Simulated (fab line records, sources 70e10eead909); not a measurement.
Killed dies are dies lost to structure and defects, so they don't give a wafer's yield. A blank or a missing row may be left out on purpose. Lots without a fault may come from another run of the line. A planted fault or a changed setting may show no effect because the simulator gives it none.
Chamber matching | flow nand_harc | NHARC_P_CONTACT_CMP_24 on cmp-04: 4 sister chambers
The step polishes, t overpolish 30 s, target thk 200 nm. 22 wafers are shown with their chamber, then 11 later ones without.

WAFERS WITH THEIR CHAMBER
wafer  | chamber | time_to_endpoint_s (s) | motor_current_A (A) | overpolish_run_s (s)
L076.1 | 0       | 44                     | 12.2                | 30.000
L076.2 | 2       | 49                     | 14.7                | 30.008
L076.4 | 3       | 37                     | 12.7                | 30.004
L077.3 | 0       | 48                     | 11.7                | 30.002
L077.4 | 3       | 40                     | 12.3                | 30.007
L077.5 | 3       | 36                     | 13.2                | 29.995
L078.1 | 1       | 47                     | 12.4                | 30.002
L078.3 | 3       | 35                     | 13.1                | 30.001
L078.4 | 0       | 44                     | 11.7                | 29.991
L079.1 | 3       | 38                     | 13.6                | 29.996
L079.2 | 0       | 44                     | 11.7                | 29.998
L079.3 | 1       | 48                     | 12.4                | 29.994
L087.3 | 0       | 45                     | 11.6                | 29.995
L087.5 | 2       | 43                     | 13.9                | 30.018
L087.6 | 3       | 36                     | 12.9                | 30.001
L088.1 | 2       | 46                     | 14.1                | 29.988
L088.3 | 1       | 48                     | 12.6                | 30.012
L088.6 | 1       | 48                     | 12.0                | 30.010
L090.2 | 0       | 43                     | 12.3                | 29.993
L090.3 | 1       | 47                     | 12.8                | 29.999
L090.6 | 3       | 36                     | 13.7                | 30.000
L091.3 | 3       | 36                     | 12.9                | 29.997

SIGNATURES (means of the wafers above)
reading            | chamber 0 | chamber 1 | chamber 2 | chamber 3 | scatter within a chamber
time_to_endpoint_s | 44.67     | 47.60     | 46.00     | 36.75     | 1.7
motor_current_A    | 11.867    | 12.440    | 14.233    | 13.050    | 0.382
overpolish_run_s   | 29.99650  | 30.00340  | 30.00467  | 30.00013  | 0.00707
Rule: a wafer's distance from a chamber is the root of the sum, over the readings, of the square of ((its reading less the chamber's mean) divided by the reading's scatter). The wafer belongs to the nearest chamber; if the next one is less than 2 further off, it can't be placed. The scatter: the root of (the sum of the squares of (reading less its chamber's mean) over the shown wafers, divided by (wafers less chambers)).

WAFERS WITHOUT THEIR CHAMBER
wafer  | time_to_endpoint_s (s) | motor_current_A (A) | overpolish_run_s (s)
L091.4 | 47                     | 14.1                | 30.015
L091.5 | 36                     | 13.0                | 29.990
L092.1 | 39                     | 12.8                | 29.994
L092.2 | 33                     | 12.2                | 29.986
L092.5 | 38                     | 11.9                | 29.995
L095.2 | 45                     | 14.2                | 30.003
L095.4 | 35                     | 12.9                | 30.000
L095.5 | 46                     | 12.9                | 30.020
L096.2 | 35                     | 12.7                | 30.011
L096.3 | 45                     | 11.6                | 29.990
L096.4 | 46                     | 12.6                | 30.002

WHICH CHAMBER EACH WENT THROUGH
wafer  | from the rows above          | in truth
L091.4 | 2                            | 2
L091.5 | 3                            | 3
L092.1 | 3                            | 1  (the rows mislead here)
L092.2 | 3                            | 3
L092.5 | can't be placed: 3 or 0      | 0
L095.2 | 2                            | 2
L095.4 | 3                            | 3
L095.5 | can't be placed: 1 or 2 or 0 | 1
L096.2 | 3                            | 3
L096.3 | 0                            | 0
L096.4 | can't be placed: 1 or 0      | 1
Placed correctly: 7 of 11. Can't be placed from these rows: 3 (the true chamber is among the candidates in 3). Placed wrongly: 1.
